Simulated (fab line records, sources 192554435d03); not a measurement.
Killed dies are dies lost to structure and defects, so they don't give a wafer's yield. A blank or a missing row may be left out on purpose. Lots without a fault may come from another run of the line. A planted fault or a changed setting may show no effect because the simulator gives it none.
fab line records | flow n5_finfet
record lots=24 wafers=72 last_day=18
route steps=1938 shown BEOL_M10@1484
lots that met no fault: from a run of the same line without faults
start_h: hours from the record's first day to the start of the lot's first wafer shown | wait_h: hours since the lot's step before | " the same as in the row above | L1.1+2: a row that stands for several wafers | - no value, or no start given | * or withheld: withheld | < > ~ a bound
route shown NAME@n: a module of which the file shows steps, and the number in the route of the first | usual: mean/standard deviation of fault-free wafers | same: alike in all rows | chamber/n: place in a boat | sites: the reading at each site | _std_site: their standard deviation | _edge_site: outer sites' mean less inner sites' | radius_mm: how far each site lies from the wafer's centre | mask NAME#n: copy n | behind: the tool/chamber that last shaped the wafer | hold: why the lot was held/for how many hours/how that ended | device: the transistor (n, p or np) that didn't switch | end of line: the same wafers' tests at the end of the route | a step without rows: its recipe alone | killed: dies lost to structure and defects at the first sort, not the wafer's yield | map: a wafer's dies, x killed, . not, _ none there
set.NAME: the setting as run; set.NAME@STEP: as run at that earlier step | model.NAME: the simulator's own value behind a step, which no gauge read
steps of the route over a sample of lots; a table a step, a row a wafer
services: from which hour (start_h, from the record's first day; less than 0 if before it) a tool's chamber was out of use, for how many hours, and why
## steps
# step N5_BEOL_M10_OVL_MEAS_12
# recipe points_per_wafer=44
# usual M10_OVL=0.5/0.95
# columns lot.wafer tool chamber start_h wait_h M10_OVL[nm]
L074.1 overlay-01 0 208.85 0.0 0.2
L074.2 " 0 " " 1.1
L074.5 " 0 " " 1.2
L075.3 overlay-02 0 214.27 0.0 0.9
L075.4 " 0 " " 1.2
L075.5 " 0 " " -0.2
L076.1 overlay-01 0 222.83 0.0 -1.0
L076.2 " 0 " " 0.1
L076.3 " 0 " " 0.2
L077.3 overlay-02 0 226.40 0.0 3.0
L077.4 " 0 " " 1.8
L077.5 " 0 " " 3.3
L078.1 overlay-02 0 244.43 0.0 -0.8
L078.3 " 0 " " -1.2
L078.4 " 0 " " 0.8
L079.2 overlay-02 0 244.59 0.0 0.9
L079.3 " 0 " " 0.2
L079.4 " 0 " " -0.2
L080.2 overlay-02 0 256.20 0.0 0.1
L080.3 " 0 " " 1.5
L080.4 " 0 " " 0.2
L081.1 overlay-02 0 261.86 0.0 1.5
L081.3 " 0 " " 1.3
L081.6 " 0 " " 0.1
L082.1 overlay-01 0 268.42 0.0 1.9
L082.3 " 0 " " 1.1
L082.4 " 0 " " 0.4
L083.2 overlay-02 0 271.07 0.0 0.7
L083.3 " 0 " " 1.7
L083.6 " 0 " " -1.1
L084.3 overlay-01 0 278.59 0.0 -1.2
L084.5 " 0 " " -0.6
L084.6 " 0 " " 0.9
L085.1 overlay-01 0 278.67 0.0 2.8
L085.2 " 0 " " 0.4
L085.6 " 0 " " 0.5
L086.3 overlay-01 0 299.72 0.0 0.8
L086.4 " 0 " " 0.5
L086.5 " 0 " " 0.6
L088.1 overlay-01 0 309.89 0.0 -0.1
L088.2 " 0 " " 0.8
L088.5 " 0 " " -0.3
L087.3 overlay-02 0 312.47 0.0 2.0
L087.4 " 0 " " 1.3
L087.5 " 0 " " 1.8
L090.4 overlay-01 0 318.95 0.0 0.9
L090.5 " 0 " " 0.0
L090.6 " 0 " " -1.2
L089.2 overlay-02 0 321.15 0.0 1.2
L089.5 " 0 " " 1.3
L089.6 " 0 " " 1.0
L091.1 overlay-02 0 333.00 0.0 1.2
L091.3 " 0 " " 1.5
L091.6 " 0 " " 0.4
L092.1 overlay-01 0 333.18 0.0 1.0
L092.2 " 0 " " 1.6
L092.5 " 0 " " 0.3
L095.4 overlay-02 0 340.95 0.0 -0.3
L095.5 " 0 " " -0.1
L095.6 " 0 " " 1.3
L094.2 overlay-01 0 341.12 0.0 -0.3
L094.3 " 0 " " -1.8
L094.4 " 0 " " 0.6
L093.1 overlay-01 0 347.23 0.0 0.8
L093.4 " 0 " " -0.1
L093.5 " 0 " " 2.2
L096.1 overlay-02 0 364.82 0.0 -0.1
L096.3 " 0 " " -0.3
L096.5 " 0 " " 0.9
L097.2 overlay-02 0 376.20 0.0 -1.2
L097.4 " 0 " " -0.6
L097.5 " 0 " " 0.6
# step N5_BEOL_M10_HM_OPEN_17
# recipe chemistry=Cl2/BCl3 target_depth_a=200 overetch_a=60 target=TiN mask_material=SOC ion_energy_ev=150 pressure_mtorr=10 icp_w=1000 bias_w=126 Cl2_flow_sccm=53.25 bcl3_flow_sccm=21.75 Ar_flow_sccm=25
# usual bias_w=126.0/0.38 drypump_motor_current_A=5.4/0.35 oes_product_au=0.63/0.076 throttle_valve_pct=22.21/0.26
# columns lot.wafer tool chamber start_h wait_h bias_w drypump_motor_current_A oes_product_au rf_hours_counter_h throttle_valve_pct
L074.1 rie_metal-02 1 209.18 0.0 126.1 5.0 0.70 27 22.38
L074.2 " 0 " " 125.9 5.3 0.56 100 22.15
L074.5 " 0 " " 125.3 5.3 0.56 - 22.16
L075.3 rie_metal-01 0 214.68 0.1 125.8 5.9 0.57 - 22.44
L075.4 " 0 " " 125.4 5.8 0.57 - 22.45
L075.5 " 0 " " 125.2 5.9 0.57 - 22.46
L076.1 rie_metal-01 0 223.16 0.0 125.6 5.8 0.57 89 22.45
L076.2 " 0 " " 126.2 5.9 0.57 - 22.47
L076.3 " 0 " " 126.1 5.9 0.56 - 22.44
L077.3 rie_metal-03 1 226.84 0.1 126.2 6.0 0.67 - 21.54
L077.4 " 0 " " 126.0 5.6 0.51 - 22.32
L077.5 " 0 " " 126.4 5.6 0.52 - 22.29
L078.1 rie_metal-02 0 244.76 0.0 126.0 5.3 0.55 103 22.16
L078.3 " 1 " " 126.1 5.0 0.70 - 22.38
L078.4 " 0 " " 125.9 5.4 0.56 - 22.17
L079.2 rie_metal-01 1 245.13 0.0 126.3 5.3 0.69 30 21.96
L079.3 " 1 " " 126.4 5.3 0.69 - 21.99
L079.4 " 0 " " 126.2 5.9 0.56 - 22.46
L080.2 rie_metal-02 0 256.53 0.0 126.0 5.3 0.55 104 22.18
L080.3 " 1 " " 126.1 4.9 0.68 - 22.42
L080.4 " 0 " " 125.3 5.4 0.56 - 22.17
L081.1 rie_metal-02 1 264.13 0.0 126.8 5.0 0.68 32 22.42
L081.3 " 1 " " 126.1 5.0 0.68 - 22.41
L081.6 " 0 " " 125.8 5.4 0.55 - 22.18
L082.1 rie_metal-01 0 270.09 0.0 126.3 5.9 0.56 94 22.45
L082.3 " 0 " " 126.2 5.9 0.57 - 22.43
L082.4 " 1 " " 125.8 5.3 0.68 - 21.99
L083.2 rie_metal-01 0 272.95 0.0 126.2 5.9 0.56 94 22.47
L083.3 " 1 " " 126.5 5.3 0.68 - 21.99
L083.6 " 0 " " 126.5 5.9 0.55 - 22.48
L084.3 rie_metal-01 0 279.92 0.1 126.2 5.8 0.56 - 22.46
L084.5 " 0 " " 126.7 5.9 0.56 - 22.47
L084.6 " 1 " " 125.8 5.3 0.68 - 22.00
L085.1 rie_metal-02 0 280.13 0.0 126.1 5.3 0.55 106 22.18
L085.2 " 1 " " 126.5 5.0 0.68 32 22.41
L085.6 " 1 " " 125.7 5.0 0.68 - 22.38
L086.3 rie_metal-02 0 300.17 0.1 126.1 5.4 0.56 - 22.16
L086.4 " 1 " " 126.2 5.0 0.68 - 22.40
L086.5 " 1 " " 126.4 5.0 0.68 - 22.39
L088.1 rie_metal-02 1 310.22 0.0 126.5 5.0 0.68 35 22.40
L088.2 " 0 " " 125.9 5.3 0.55 108 22.22
L088.5 " 0 " " 125.6 5.3 0.55 - 22.19
L087.3 rie_metal-02 1 313.02 0.1 125.7 4.9 0.69 - 22.41
L087.4 " 0 " " 126.2 5.4 0.55 - 22.20
L087.5 " 1 " " 125.0 4.9 0.68 - 22.40
L090.4 rie_metal-02 1 319.31 0.1 125.7 4.9 0.68 - 22.41
L090.5 " 0 " " 126.0 5.4 0.55 - 22.18
L090.6 " 1 " " 125.5 4.9 0.67 - 22.42
L089.2 rie_metal-02 0 321.77 0.0 125.8 5.3 0.54 109 22.20
L089.5 " 1 " " 126.0 5.0 0.67 - 22.41
L089.6 " 0 " " 126.3 5.3 0.54 - 22.20
L091.1 rie_metal-01 0 333.33 0.0 125.8 5.9 0.55 99 22.47
L091.3 " 1 " " 125.9 5.3 0.65 - 22.00
L091.6 " 1 " " 126.0 5.3 0.66 - 22.00
L092.1 rie_metal-03 0 333.51 0.0 125.8 5.6 0.79 6 22.17
L092.2 " 1 " " 125.4 6.0 0.64 56 21.57
L092.5 " 1 " " 125.2 6.0 0.63 - 21.56
L095.4 rie_metal-03 0 341.31 0.1 126.0 5.6 0.78 - 22.17
L095.5 " 1 " " 125.7 6.0 0.64 - 21.56
L095.6 " 0 " " 126.4 5.6 0.77 - 22.17
L094.2 rie_metal-01 1 341.53 0.0 126.1 5.3 0.64 37 22.03
L094.3 " 1 " " 125.0 5.3 0.66 - 22.00
L094.4 " 0 " " 126.4 5.9 0.54 - 22.50
L093.1 rie_metal-02 0 347.69 0.0 126.2 5.3 0.54 111 22.20
L093.4 " 0 " " 126.2 5.3 0.55 - 22.16
L093.5 " 1 " " 126.0 5.0 0.68 - 22.40
L096.1 rie_metal-03 0 365.30 0.0 125.6 5.6 0.76 9 22.15
L096.3 " 1 " " 126.2 6.0 0.63 - 21.57
L096.5 " 1 " " 126.1 6.0 0.63 - 21.57
L097.2 rie_metal-01 1 376.67 0.0 126.1 5.3 0.66 40 22.02
L097.4 " 0 " " 125.6 5.9 0.84 - 21.92
L097.5 " 1 " " 126.4 5.3 0.65 - 22.02
# step N5_BEOL_M10_STRIP_19
# recipe chemistry=O2 power_w=400 temp_c=40 pressure_mtorr=30 rf_frequency_hz=6e+07 bias_power_w=0 overash_fraction=0.2 o2_flow_sccm=225
# usual drypump_motor_current_A=5.6/0.45 oes_product_au=0.80/0.069 rf_vpp_V=3.6/0.56 showerhead_plenum_p_Torr=2.09/0.06 throttle_valve_pct=16.49/0.23
# same overash_fraction=0.2
# columns lot.wafer tool chamber start_h wait_h drypump_motor_current_A oes_product_au rf_hours_counter_h rf_vpp_V showerhead_plenum_p_Torr throttle_valve_pct
L074.1 rie_diel-02 0 209.33 0.1 6.2 0.89 28 3.4 2.02 16.61
L074.2 " 2 " " 6.2 0.85 36 3.6 2.05 16.16
L074.5 " 3 " " 6.0 0.72 - 2.8 2.07 16.85
L075.3 rie_diel-01 2 214.86 0.1 5.5 0.88 39 2.9 2.13 16.52
L075.4 " 1 " " 5.5 0.89 22 3.8 2.16 16.21
L075.5 " 2 " " 5.6 0.89 - 3.2 2.13 16.51
L076.1 rie_diel-01 2 223.37 0.2 5.6 0.90 43 3.9 2.13 16.53
L076.2 " 0 " " 5.6 0.72 193 3.8 2.16 16.61
L076.3 " 3 " " 4.8 0.76 111 4.1 2.07 16.08
L077.3 rie_diel-01 0 226.95 0.1 5.7 0.72 194 2.9 2.16 16.60
L077.4 " 1 " " 5.5 0.90 27 4.5 2.16 16.24
L077.5 " 3 " " 4.8 0.76 - 3.2 2.07 16.09
L078.1 rie_diel-04 0 245.04 0.3 5.9 0.90 21 3.9 2.05 16.60
L078.3 " 2 " " 5.0 0.81 77 3.9 2.13 16.37
L078.4 " 1 " " 5.1 0.86 44 3.5 2.23 16.48
L079.2 rie_diel-02 3 245.33 0.2 6.1 0.72 219 3.3 2.06 16.88
L079.3 " 2 " " 6.2 0.83 42 4.0 2.05 16.16
L079.4 " 1 " " 5.3 0.79 99 4.1 2.03 16.29
L080.2 rie_diel-02 3 256.64 0.1 6.1 0.71 223 3.4 2.06 16.87
L080.3 " 0 " " 6.2 0.88 43 4.0 2.01 16.65
L080.4 " 1 " " 5.4 0.79 102 3.0 2.03 16.29
L081.1 rie_diel-01 3 264.37 0.2 4.8 0.75 125 3.7 2.07 16.12
L081.3 " 2 " " 5.5 0.85 57 3.2 2.12 16.54
L081.6 " 3 " " 4.8 0.76 - 4.5 2.07 16.12
L082.1 rie_diel-02 1 270.40 0.3 5.4 0.78 107 4.0 2.03 16.30
L082.3 " 3 " " 6.1 0.70 228 4.3 2.06 16.90
L082.4 " 2 " " 6.2 0.83 52 4.0 2.05 16.21
L083.2 rie_diel-01 0 273.17 0.2 5.6 0.70 212 4.2 2.16 16.64
L083.3 " 1 " " 5.5 0.85 44 3.7 2.15 16.28
L083.6 " 2 " " 5.6 0.85 - 3.8 2.12 16.55
L084.3 rie_diel-01 0 280.11 0.1 5.6 0.70 214 4.3 2.16 16.65
L084.5 " 1 " " 5.5 0.85 - 3.5 2.15 16.26
L084.6 " 0 " " 5.6 0.69 - 4.3 2.16 16.64
L085.1 rie_diel-04 1 280.45 0.3 5.2 0.84 50 3.4 2.23 16.51
L085.2 " 0 " " 5.8 0.88 27 4.0 2.04 16.58
L085.6 " 2 " " 5.0 0.81 - 3.7 2.12 16.39
L086.3 rie_diel-04 2 300.25 0.1 5.0 0.79 92 4.0 2.12 16.41
L086.4 " 1 " " 5.2 0.83 - 3.9 2.23 16.50
L086.5 " 2 " " 5.0 0.79 - 3.2 2.12 16.39
L088.1 rie_diel-02 2 310.33 0.1 6.2 0.81 66 3.6 2.04 16.22
L088.2 " 0 " " 6.2 0.84 62 3.9 2.00 16.68
L088.5 " 3 " " 6.1 0.70 - 4.0 2.05 16.91
L087.3 rie_diel-02 1 313.10 0.1 5.4 0.77 123 3.2 2.03 16.34
L087.4 " 3 " " 6.1 0.68 244 4.0 2.06 16.94
L087.5 " 2 " " 6.1 0.80 - 4.3 2.04 16.25
L090.4 rie_diel-04 2 319.39 0.1 4.9 0.78 98 3.2 2.12 16.42
L090.5 " 2 " " 5.0 0.78 - 4.3 2.12 16.40
L090.6 " 3 " " 5.6 0.91 - 3.4 2.14 16.54
L089.2 rie_diel-02 2 321.89 0.1 6.2 0.79 71 4.7 2.04 16.27
L089.5 " 0 " " 6.2 0.83 - 4.0 2.00 16.67
L089.6 " 3 " " 6.1 0.68 - 2.5 2.05 16.94
L091.1 rie_diel-02 0 333.49 0.1 6.2 0.83 68 3.6 2.00 16.69
L091.3 " 2 " " 6.2 0.78 74 2.2 2.04 16.24
L091.6 " 3 " " 6.1 0.68 - 2.8 2.05 16.94
L092.1 rie_diel-01 2 333.62 0.1 5.6 0.83 85 3.9 2.11 16.59
L092.2 " 0 " " 5.7 0.68 234 3.3 2.15 16.67
L092.5 " 0 " " 5.7 0.69 - 4.6 2.15 16.69
L095.4 rie_diel-04 3 341.53 0.2 5.6 0.91 - 3.7 2.14 16.57
L095.5 " 0 " " 5.9 0.85 - 3.0 2.04 16.65
L095.6 " 2 " " 5.0 0.77 - 2.5 2.11 16.45
L094.2 rie_diel-04 3 341.64 0.1 5.6 0.89 32 3.5 2.14 16.57
L094.3 " 2 " " 5.0 0.77 109 2.4 2.11 16.43
L094.4 " 3 " " 5.6 0.90 - 3.6 2.14 16.57
L093.1 rie_diel-01 0 347.83 0.1 5.7 0.68 239 2.6 2.15 16.68
L093.4 " 1 " " 5.5 0.82 66 3.3 2.14 16.31
L093.5 " 0 " " 5.7 0.69 - 3.3 2.15 16.68
L096.1 rie_diel-01 3 365.44 0.1 4.8 0.72 165 3.6 2.05 16.19
L096.3 " 1 " " 5.5 0.83 73 3.1 2.14 16.31
L096.5 " 2 " " 5.6 0.82 - 3.8 2.11 16.62
L097.2 rie_diel-04 1 376.79 0.1 5.2 0.80 85 4.1 2.22 16.55
L097.4 " 2 " " 5.0 0.77 122 3.2 2.11 16.45
L097.5 " 0 " " 5.9 0.82 - 3.2 2.03 16.68
# step N5_BEOL_M10_INSPECT_30
# recipe mode=adi inspect_instrument=brightfield
# usual raw_defect_count=407/94
# columns lot.wafer tool chamber start_h wait_h raw_defect_count
L074.1 defect_inspect-01 - 210.83 0.0 439
L074.2 " - " " 480
L074.5 " - " " 436
L075.3 defect_inspect-01 - 216.47 0.0 599
L075.4 " - " " 606
L075.5 " - " " 691
L076.1 defect_inspect-02 - 225.40 0.0 364
L076.2 " - " " 368
L076.3 " - " " 513
L077.3 defect_inspect-02 - 229.21 0.0 590
L077.4 " - " " 513
L077.5 " - " " 474
L078.1 defect_inspect-01 - 245.92 0.0 217
L078.3 " - " " 439
L078.4 " - " " 374
L079.2 defect_inspect-01 - 246.09 0.0 329
L079.3 " - " " 378
L079.4 " - " " 384
L080.2 defect_inspect-02 - 258.03 0.0 259
L080.3 " - " " 273
L080.4 " - " " 312
L081.1 defect_inspect-02 - 267.17 0.0 302
L081.3 " - " " 261
L081.6 " - " " 368
L082.1 defect_inspect-02 - 270.93 0.0 410
L082.3 " - " " 334
L082.4 " - " " 383
L083.2 defect_inspect-02 - 273.71 0.0 406
L083.3 " - " " 449
L083.6 " - " " 364
L084.3 defect_inspect-02 - 283.49 0.0 339
L084.5 " - " " 338
L084.6 " - " " 377
L085.1 defect_inspect-02 - 284.09 0.0 291
L085.2 " - " " 412
L085.6 " - " " 388
L086.3 defect_inspect-02 - 302.75 0.1 336
L086.4 " - " " 346
L086.5 " - " " 398
L088.1 defect_inspect-02 - 310.86 0.0 367
L088.2 " - " " 369
L088.5 " - " " 355
L087.3 defect_inspect-02 - 313.66 0.0 342
L087.4 " - " " 576
L087.5 " - " " 486
L090.4 defect_inspect-01 - 319.93 0.0 545
L090.5 " - " " 568
L090.6 " - " " 397
L089.2 defect_inspect-02 - 322.57 0.0 358
L089.5 " - " " 403
L089.6 " - " " 499
L091.1 defect_inspect-01 - 334.16 0.0 505
L091.3 " - " " 597
L091.6 " - " " 552
L092.1 defect_inspect-02 - 334.33 0.0 419
L092.2 " - " " 402
L092.5 " - " " 358
L094.2 defect_inspect-01 - 342.49 0.0 311
L094.3 " - " " 335
L094.4 " - " " 432
L095.4 defect_inspect-01 - 342.66 0.0 417
L095.5 " - " " 347
L095.6 " - " " 314
L093.1 defect_inspect-02 - 349.10 0.0 496
L093.4 " - " " 298
L093.5 " - " " 400
L096.1 defect_inspect-01 - 366.94 0.0 490
L096.3 " - " " 395
L096.5 " - " " 477
L097.2 defect_inspect-02 - 379.23 0.0 272
L097.4 " - " " 276
L097.5 " - " " 337
# step N5_BEOL_M10_TRENCH_ETCH_37
# recipe chemistry=C4F6/O2 target_depth_a=1488.3 target=SiCOH_lowk time_s=48 ion_energy_ev=250 pressure_mtorr=30 source_w=345 bias_w=185 Ar_flow_sccm=300 C4F6_flow_sccm=10 O2_flow_sccm=10
# usual bias_w=185.0/0.62 drypump_motor_current_A=5.6/0.46 oes_product_au=0.81/0.071 rf_vpp_V=673/21 showerhead_plenum_p_Torr=2.84/0.088 throttle_valve_pct=20.76/0.27
# columns lot.wafer tool chamber start_h wait_h bias_w drypump_motor_current_A oes_product_au rf_hours_counter_h rf_vpp_V showerhead_plenum_p_Torr throttle_valve_pct
L074.1 rie_diel-01 1 - - 184.0 5.6 0.90 21 711 2.91 20.41
L074.2 " 2 " " 186.3 5.6 0.89 38 666 2.91 20.94
L074.5 " 2 " " 185.6 5.6 0.89 - 665 2.91 20.94
L075.3 rie_diel-02 1 - - 185.6 5.4 0.80 91 667 2.74 20.33
L075.4 " 3 " " 185.6 6.1 0.69 210 673 2.84 21.26
L075.5 " 1 " " 185.1 5.4 0.79 - 667 2.74 20.33
L076.1 rie_diel-04 1 - - 185.0 5.2 0.88 37 656 3.03 20.74
L076.2 " 3 " " 185.2 5.6 0.98 8 645 2.95 21.03
L076.3 " 0 " " 184.7 5.9 0.90 15 680 2.77 20.81
L077.3 rie_diel-04 0 - - 184.4 5.9 0.90 16 680 2.77 20.80
L077.4 " 3 " " 184.9 5.6 0.98 10 643 2.95 21.03
L077.5 " 3 " " 185.1 5.6 0.97 - 644 2.95 21.03
L078.1 rie_diel-02 2 - - 185.7 6.2 0.84 43 703 2.79 20.47
L078.3 " 0 " " 184.2 6.2 0.89 39 666 2.76 21.01
L078.4 " 3 " " 185.0 6.1 0.69 219 672 2.84 21.27
L079.2 rie_diel-01 1 - - 184.7 5.6 0.87 34 711 2.90 20.42
L079.3 " 0 " " 186.0 5.6 0.71 202 702 2.94 20.86
L079.4 " 3 " " 185.2 4.8 0.76 120 637 2.86 20.56
L080.2 rie_diel-02 2 - - 185.4 6.2 0.84 47 704 2.79 20.48
L080.3 " 1 " " 185.3 5.4 0.78 103 666 2.73 20.35
L080.4 " 0 " " 184.3 6.2 0.89 43 665 2.76 21.01
L081.1 rie_diel-02 1 - - 185.0 5.4 0.78 106 667 2.73 20.36
L081.3 " 0 " " 183.9 6.2 0.88 47 666 2.76 21.03
L081.6 " 1 " " 185.0 5.3 0.78 - 667 2.73 20.37
L082.1 rie_diel-01 1 - - 185.9 5.6 0.85 44 711 2.90 20.46
L082.3 " 3 " " 184.8 4.8 0.75 130 638 2.85 20.55
L082.4 " 2 " " 186.6 5.6 0.84 62 665 2.90 20.98
L083.2 rie_diel-01 1 - - 184.1 5.5 0.85 46 711 2.89 20.45
L083.3 " 0 " " 184.8 5.7 0.70 213 701 2.94 20.88
L083.6 " 3 " " 185.8 4.8 0.74 - 637 2.85 20.56
L084.3 rie_diel-04 2 - - 184.6 5.0 0.81 85 686 2.88 20.67
L084.5 " 2 " " 185.7 5.0 0.80 - 686 2.88 20.66
L084.6 " 0 " " 185.1 5.9 0.87 - 681 2.76 20.82
L085.1 rie_diel-04 0 - - 185.9 5.9 0.86 29 680 2.76 20.82
L085.2 " 2 " " 185.3 5.0 0.80 85 685 2.88 20.68
L085.6 " 1 " " 185.9 5.2 0.85 - 656 3.02 20.77
L086.3 rie_diel-02 3 - - 184.2 6.1 0.67 240 672 2.83 21.31
L086.4 " 1 " " 185.0 5.4 0.76 120 667 2.73 20.37
L086.5 " 2 " " 184.3 6.2 0.80 - 702 2.78 20.49
L088.1 rie_diel-01 1 - - 184.7 5.5 0.82 58 710 2.89 20.45
L088.2 " 2 " " 185.0 5.6 0.83 76 665 2.90 21.01
L088.5 " 3 " " 185.4 4.8 0.73 - 636 2.85 20.58
L087.3 rie_diel-02 1 - - 185.6 5.4 0.77 123 667 2.72 20.38
L087.4 " 0 " " 185.4 6.2 0.86 63 666 2.75 21.06
L087.5 " 2 " " 184.6 6.2 0.80 - 702 2.78 20.50
L090.4 rie_diel-04 3 - - 184.7 5.6 0.94 26 645 2.94 21.04
L090.5 " 3 " " 185.1 5.6 0.94 - 644 2.94 21.04
L090.6 " 0 " " 185.2 5.9 0.86 - 679 2.76 20.83
L089.2 rie_diel-02 3 - - 183.4 6.1 0.68 247 673 2.83 21.34
L089.5 " 3 " " 184.1 6.1 0.68 - 673 2.83 21.33
L089.6 " 2 " " 184.7 6.1 0.80 - 703 2.78 20.51
L091.1 rie_diel-01 2 - - 184.4 5.6 0.82 85 665 2.89 21.01
L091.3 " 3 " " 185.0 4.8 0.72 154 634 2.84 20.59
L091.6 " 0 " " 184.5 5.6 0.69 - 701 2.93 20.92
L092.1 rie_diel-02 1 - - 185.8 5.3 0.75 130 669 2.72 20.38
L092.2 " 0 " " 185.7 6.2 0.84 69 665 2.75 21.08
L092.5 " 2 " " 183.2 6.2 0.79 - 703 2.78 20.51
L094.2 rie_diel-02 0 - - 185.8 6.2 0.83 72 666 2.75 21.06
L094.3 " 1 " " 185.0 5.4 0.75 133 666 2.72 20.40
L094.4 " 1 " " 184.4 5.4 0.75 - 667 2.72 20.40
L095.4 rie_diel-04 0 - - 185.7 5.9 0.84 - 681 2.75 20.87
L095.5 " 3 " " 185.2 5.6 0.92 - 643 2.94 21.06
L095.6 " 2 " " 184.6 5.0 0.79 - 685 2.87 20.71
L093.1 rie_diel-04 1 - - 184.4 5.2 0.82 74 655 3.01 20.79
L093.4 " 3 " " 185.5 5.6 0.91 35 644 2.94 21.06
L093.5 " 3 " " 184.5 5.6 0.92 - 645 2.94 21.07
L096.1 rie_diel-04 2 - - 184.3 5.0 0.77 119 685 2.87 20.72
L096.3 " 3 " " 185.8 5.6 0.91 42 643 2.93 21.07
L096.5 " 2 " " 184.0 5.0 0.76 - 686 2.87 20.74
L097.2 rie_diel-02 3 - - 184.6 6.1 0.95 3 671 2.82 21.05
L097.4 " 0 " " 185.7 6.2 0.82 89 664 2.74 21.09
L097.5 " 0 " " 185.5 6.2 0.83 - 665 2.74 21.09
# step N5_BEOL_M10_SPUTTER_48
# recipe material=Cu target_thk_a=120 temp_c=-20 bias_v=60 power_w=26000 chamber_pressure_pa=0.13 time_s=2
# usual throttle_valve_pct=29.5/0.91
# columns lot.wafer tool chamber start_h wait_h throttle_valve_pct
L074.1 pvd_sputter-03 - 212.93 0.1 28.5
L074.2 " - " " 29.1
L074.5 " - " " 29.1
L075.3 pvd_sputter-02 - 218.86 0.1 29.9
L075.4 " - " " 30.1
L075.5 " - " " 30.0
L076.1 pvd_sputter-02 - 229.48 2.0 30.0
L076.2 " - " " 32.1
L076.3 " - " " 29.9
L077.3 pvd_sputter-02 - 231.22 0.1 32.0
L077.4 " - " " 29.7
L077.5 " - " " 29.1
L078.1 pvd_sputter-03 - 249.95 0.1 29.1
L078.3 " - " " 28.8
L078.4 " - " " 28.8
L079.2 pvd_sputter-03 - 250.35 0.4 28.8
L079.3 " - " " 29.1
L079.4 " - " " 28.6
L080.2 pvd_sputter-03 - 259.96 0.1 28.8
L080.3 " - " " 28.8
L080.4 " - " " 28.7
L081.1 pvd_sputter-01 - 269.43 0.1 29.2
L081.3 " - " " 29.6
L081.6 " - " " 28.7
L082.1 pvd_sputter-01 - 273.98 0.1 29.7
L082.3 " - " " 29.2
L082.4 " - " " 28.6
L083.2 pvd_sputter-03 - 277.04 0.1 28.8
L083.3 " - " " 29.4
L083.6 " - " " 28.6
L084.3 pvd_sputter-01 - 285.51 0.1 28.6
L084.5 " - " " 28.7
L084.6 " - " " 29.8
L085.1 pvd_sputter-02 - 287.84 1.4 30.2
L085.2 " - " " 29.9
L085.6 " - " " 30.1
L086.3 pvd_sputter-01 - 305.36 0.1 29.1
L086.4 " - " " 28.6
L086.5 " - " " 29.1
L088.1 pvd_sputter-03 - 313.44 0.1 29.0
L088.2 " - " " 29.3
L088.5 " - " " 28.8
L087.3 pvd_sputter-03 - 315.43 0.1 28.7
L087.4 " - " " 29.4
L087.5 " - " " 29.5
L090.4 pvd_sputter-01 - 323.65 0.0 29.7
L090.5 " - " " 28.9
L090.6 " - " " 29.6
L089.2 pvd_sputter-02 - 324.61 0.1 29.7
L089.5 " - " " 30.0
L089.6 " - " " 31.9
L092.1 pvd_sputter-03 - 338.23 0.3 29.5
L092.2 " - " " 29.1
L092.5 " - " " 28.6
L091.1 pvd_sputter-03 - 338.31 0.4 29.2
L091.3 " - " " 28.7
L091.6 " - " " 29.1
L094.2 pvd_sputter-01 - 344.87 0.1 29.8
L094.3 " - " " 28.5
L094.4 " - " " 28.9
L095.4 pvd_sputter-01 - 345.32 0.2 30.0
L095.5 " - " " 29.0
L095.6 " - " " 28.7
L093.1 pvd_sputter-02 - 351.17 0.1 32.0
L093.4 " - " " 29.9
L093.5 " - " " 31.8
L096.1 pvd_sputter-02 - 370.76 0.5 29.1
L096.3 " - " " 32.1
L096.5 " - " " 30.2
L097.2 pvd_sputter-02 - 381.26 0.1 31.9
L097.4 " - " " 29.2
L097.5 " - " " 28.7
## services
# columns tool chamber start_h hours kind
rie_diel-02 2 220.06 5.1 repair
rie_metal-01 1 224.29 8.2 repair
rie_diel-02 - 236.00 4.0 repair
rie_metal-01 - 246.65 1.1 repair
rie_diel-04 - 260.98 14.6 pm
rie_diel-04 3 277.80 22.7 repair
rie_diel-04 - 278.13 2.0 repair
rie_metal-01 1 289.45 1.2 repair
rie_diel-04 3 321.91 5.7 repair
rie_diel-01 1 325.21 10.6 repair
rie_diel-02 3 333.97 - clean
rie_diel-02 3 333.97 - consumable_replace:focus_ring
rie_diel-02 3 333.97 38.0 scheduled_down
rie_diel-02 3 333.97 38.0 vent_cycle
rie_metal-03 - 337.92 0.1 repair
rie_diel-04 1 338.19 8.8 repair
rie_diel-02 1 353.41 5.8 repair
rie_metal-02 0 354.09 - clean
rie_metal-02 0 354.09 19.6 scheduled_down
rie_metal-02 0 354.09 19.6 vent_cycle
rie_metal-01 0 357.75 - clean
rie_metal-01 0 357.75 16.2 scheduled_down
rie_metal-01 0 357.75 16.2 vent_cycle
rie_diel-01 - 372.40 2.8 pm
## key
fault none
